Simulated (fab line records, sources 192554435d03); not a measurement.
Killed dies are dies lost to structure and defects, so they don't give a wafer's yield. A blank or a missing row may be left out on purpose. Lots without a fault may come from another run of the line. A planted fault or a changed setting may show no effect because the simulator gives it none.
fab line records | flow n5_finfet
record lots=5 wafers=15 last_day=17
route steps=1938 shown BEOL_M9@1466 BEOL_M10@1470
lots that met no fault: from a run of the same line without faults
start_h: hours from the record's first day to the start of the lot's first wafer shown | wait_h: hours since the lot's step before | " the same as in the row above | L1.1+2: a row that stands for several wafers | - no value, or no start given | * or withheld: withheld | < > ~ a bound
route shown NAME@n: a module of which the file shows steps, and the number in the route of the first | usual: mean/standard deviation of fault-free wafers | same: alike in all rows | chamber/n: place in a boat | sites: the reading at each site | _std_site: their standard deviation | _edge_site: outer sites' mean less inner sites' | radius_mm: how far each site lies from the wafer's centre | mask NAME#n: copy n | behind: the tool/chamber that last shaped the wafer | hold: why the lot was held/for how many hours/how that ended | device: the transistor (n, p or np) that didn't switch | end of line: the same wafers' tests at the end of the route | a step without rows: its recipe alone | killed: dies lost to structure and defects at the first sort, not the wafer's yield | map: a wafer's dies, x killed, . not, _ none there
set.NAME: the setting as run; set.NAME@STEP: as run at that earlier step | model.NAME: the simulator's own value behind a step, which no gauge read
lots at some steps of the route; a table a step, a row a wafer
services: from which hour (start_h, from the record's first day; less than 0 if before it) a tool's chamber was out of use, for how many hours, and why
## steps
# step N5_BEOL_M9_PRE_CLEAN_55
# recipe gas=NH3 time_s=15 temp_c=withheld rf_power_w=300
# step N5_BEOL_M9_DEP_56
# recipe material=SiCN target_thk_a=150 temp_c=withheld precursor=3MS/NH3 pressure_torr=3 rf_w=202 time_s=26.5
# step N5_BEOL_M10_ILD_DEP_00
# recipe material=SiCOH_lowk target_thk_a=3085.1 temp_c=300 precursor=DEMS/porogen pressure_torr=5 rf_w=500 time_s=58
# step N5_BEOL_M10_CURE_71
# recipe temp_c=385 time_s=240 ambient=He/Ar material=SiCOH_lowk
# step N5_BEOL_M10_PECVD_70
# recipe material=SiO2 target_thk_a=200 temp_c=400 precursor=TEOS/O2 pressure_torr=5.5 rf_w=450 teos_flow_sccm=53.8 gas=O2 flow_sccm=3000 time_s=22.7
# step N5_BEOL_M10_HM_DEP_02
# recipe material=TiN target_thk_a=200 temp_c=25 chamber_pressure_pa=0.49996
# step N5_BEOL_M10_COAT_59
# recipe resist=SOC temp_c=250 time_s=60 spin_rpm=1500 resist_thk_nm=100
# step N5_BEOL_M10_COAT_60
# recipe resist=SiARC temp_c=220 time_s=60 spin_rpm=1500 resist_thk_nm=30
# step N5_BEOL_M10_COAT_05
# recipe resist=CAR-ArF spin_rpm=1500 resist_thk_nm=90
# usual spin_speed_rpm=1499.9/0.92
# columns lot.wafer tool chamber start_h wait_h spin_speed_rpm model.CAR-ArF_of_BEOL_M10_COAT_05.thk_nm
L568.1 litho_track-05 0 225.10 - 1500.4 90.2
L568.2 " 0 " " 1498.8 90.2
L568.5 " 0 " " 1499.5 90.2
L581.2 litho_track-05 0 303.76 - 1572.6 87.8
L581.4 " 0 " " 1571.6 87.6
L581.6 " 0 " " 1570.8 87.8
L583.2 litho_track-05 0 320.02 - 1571.8 87.2
L583.3 " 0 " " 1572.6 87
L583.4 " 0 " " 1571.4 87.6
L582.2 litho_track-05 0 323.36 - 1572.6 87.6
L582.3 " 0 " " 1572.6 87.8
L582.6 " 0 " " 1571.8 87.2
L588.1 litho_track-02 0 355.46 - 1499.3 90.2
L588.2 " 0 " " 1501.4 90
L588.5 " 0 " " 1498.7 90.4
# step N5_BEOL_M10_EBR_07
# recipe solvent=PGMEA ebr_width_mm=1.5
# step N5_BEOL_M10_SOFTBAKE_06
# recipe temp_c=110 time_s=60 resist=CAR-ArF
# step N5_BEOL_M10_EXPOSE_08
# recipe mask_id=M10 na=1.35 source_shape=dipole sigma_inner=0.411 sigma_outer=0.611 polarization=te dose_mj=53.75
# step N5_BEOL_M10_PEB_09
# recipe peb_temp_c=withheld peb_time_s=60 resist=CAR-ArF
# step N5_BEOL_M10_DEVELOP_10
# recipe develop_time_s=30 developer=TMAH resist=CAR-ArF rinse_liquid=diw dry=air_spin dev_temp_c=23
# step N5_BEOL_M10_DESCUM_16
# recipe chemistry=O2 time_s=7.9 source_power_w=50 bias_power_w=20 pressure_mtorr=20 rf_frequency_hz=2.712e+07 temp_c=40 resist=CAR-ArF o2_flow_sccm=225
# step N5_BEOL_M10_ETCH_61
# recipe chemistry=CF4 target=SiARC target_depth_a=390 mask_material=CAR-ArF time_s=65 ion_energy_ev=80 pressure_mtorr=40 source_w=545 bias_w=36 Ar_flow_sccm=100 cf4_flow_sccm=100 ends=cleared
# usual drypump_motor_current_A=5.7/0.4 etch_rf_on_time_s=65.7/2.1 oes_product_au=0.67/0.09 rf_vpp_V=183.9/1.2 showerhead_plenum_p_Torr=2.12/0.063 throttle_valve_pct=15.68/0.26
# columns lot.wafer tool chamber start_h wait_h drypump_motor_current_A etch_rf_on_time_s oes_product_au rf_hours_counter_h rf_vpp_V showerhead_plenum_p_Torr throttle_valve_pct model.CAR-ArF_of_BEOL_M10_COAT_05.thk_nm
L568.1 rie_diel-02 3 225.58 0.0 5.9 63.3 0.75 48 183.4 2.09 15.62 55.8
L568.2 " 0 " " 5.3 63.3 0.62 211 184.3 2.13 16.01 55.8
L568.5 " 1 " " 5.9 67.3 0.61 - 183.0 2.04 15.53 55.8
L581.2 rie_diel-05 0 304.14 0.0 6.4 67.3 0.61 207 184.3 2.07 15.91 53.4
L581.4 " 3 " " 5.7 66.7 0.78 - 183.1 2.20 15.28 53.2
L581.6 " 2 " " 5.8 63.2 0.59 - 184.5 2.10 15.77 53.2
L583.2 rie_diel-05 3 320.64 0.0 5.6 67.5 0.76 24 184.9 2.19 15.29 52.6
L583.3 " 2 " " 5.9 63.8 0.58 - 183.6 2.10 15.78 52.6
L583.4 " 3 " " 5.6 66.6 0.77 - 184.1 2.19 15.28 53.2
L582.2 rie_diel-02 2 323.73 0.0 5.7 67.7 0.63 146 185.3 2.16 15.82 53.4
L582.3 " 0 " " 5.3 65.1 0.59 249 184.6 2.12 16.09 53.2
L582.6 " 1 " " 5.8 67.6 0.58 - 182.2 2.02 15.63 53
L588.1 rie_diel-05 0 356.33 0.0 6.4 67.8 0.60 228 183.0 2.06 15.96 55.8
L588.2 " 3 " " 5.6 66.2 0.74 42 183.7 2.19 15.31 55.4
L588.5 " 2 " " 5.9 62.9 0.87 - 184.5 2.09 15.31 55.8
# step N5_BEOL_M10_ETCH_62
# recipe chemistry=N2/H2 target=SOC target_depth_a=1100 overetch_a=220 mask_material=SiARC temp_c=40 time_s=165 ion_energy_ev=200 pressure_mtorr=30 source_w=840 bias_w=150 n2_flow_sccm=200 h2_flow_sccm=200
## services
# columns tool chamber start_h hours kind
rie_diel-05 0 203.48 8.1 repair
rie_diel-02 2 205.00 27.5 repair
rie_diel-02 0 226.35 10.5 repair
rie_diel-02 3 241.86 46.0 repair
rie_diel-05 3 243.39 - clean
rie_diel-05 3 243.39 - consumable_replace:focus_ring
rie_diel-05 3 243.39 13.8 scheduled_down
rie_diel-05 3 243.39 13.8 vent_cycle
rie_diel-05 - 266.00 4.0 pm
rie_diel-05 1 297.00 - clean
rie_diel-05 1 297.00 - consumable_replace:focus_ring
rie_diel-05 1 297.00 35.3 scheduled_down
rie_diel-05 1 297.00 35.3 vent_cycle
rie_diel-05 0 319.99 7.4 repair
rie_diel-02 0 327.18 - clean
rie_diel-02 0 327.18 - consumable_replace:focus_ring
rie_diel-02 0 327.18 35.0 scheduled_down
rie_diel-02 0 327.18 35.0 vent_cycle
rie_diel-05 2 332.38 - clean
rie_diel-05 2 332.38 - consumable_replace:focus_ring
rie_diel-05 2 332.38 17.7 scheduled_down
rie_diel-05 2 332.38 17.7 vent_cycle
## key
first_sign step=N5_BEOL_M10_COAT_05 reading=spin_speed_rpm direction=up sigmas=78 usual=* struck=*
effect none on later readings
model_effect step=N5_BEOL_M10_COAT_05 value=CAR-ArF_of_BEOL_M10_COAT_05.thk_nm without=89.56 struck=87.51
model_effect step=N5_BEOL_M10_ETCH_61 value=CAR-ArF_of_BEOL_M10_COAT_05.thk_nm without=55.22 struck=53.09
met_at N5_BEOL_M10_COAT_05
struck_wafers L581.2,L581.4,L581.6,L582.2,L582.3,L582.6,L583.2,L583.3,L583.4
onset_between 225.10 303.76
fault kind=process_parameter_drift tool=litho_track-05 chamber=- onset_h=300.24 steps=N5_BEOL_M10_COAT_05 channel=spin_rpm offset=* shape=step end_h=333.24 acts_in=* stated=*
